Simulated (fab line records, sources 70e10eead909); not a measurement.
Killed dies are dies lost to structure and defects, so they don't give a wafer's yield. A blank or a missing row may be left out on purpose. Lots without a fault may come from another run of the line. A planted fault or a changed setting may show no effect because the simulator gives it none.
Chamber matching | flow nand_harc | NHARC_A_STAIRCASE_TRIM_196 on rie_diel-05: 4 sister chambers
The step chemistry O2, time 211.2 s. 4 wafers are shown with their chamber, then 8 later ones without.

WAFERS WITH THEIR CHAMBER
wafer  | chamber | showerhead_plenum_p_Torr (Torr)
L084.3 | 1       | 3.36
L089.4 | 0       | 3.44
L089.6 | 2       | 3.66
L092.2 | 3       | 3.39

WAFERS WITHOUT THEIR CHAMBER
wafer  | showerhead_plenum_p_Torr (Torr)
L092.5 | 3.44
L092.6 | 3.36
L091.4 | 3.66
L091.5 | 3.39
L091.6 | 3.44
L094.2 | 3.43
L094.3 | 3.35
L094.4 | 3.39

WHICH CHAMBER EACH WENT THROUGH
wafer  | from the rows above | in truth
L092.5 | 0                   | 0
L092.6 | 1                   | 1
L091.4 | 2                   | 2
L091.5 | 3                   | 3
L091.6 | 0                   | 0
L094.2 | 0                   | 0
L094.3 | 1                   | 1
L094.4 | 3                   | 3
Placed correctly: 8 of 8. Can't be placed from these rows: 0. Placed wrongly: 0.
How it was worked out, from the rows above alone: a wafer's distance from a chamber is the root of the sum, over the readings, of the square of ((its reading less the chamber's mean) divided by the reading's scatter). The wafer belongs to the nearest chamber; if the next one is less than 2 further off, it can't be placed. A chamber's mean is the mean of its shown wafers. The scatter: with one shown wafer a chamber, the root of the mean of the squares of how far each hidden wafer lies from its nearest shown one.
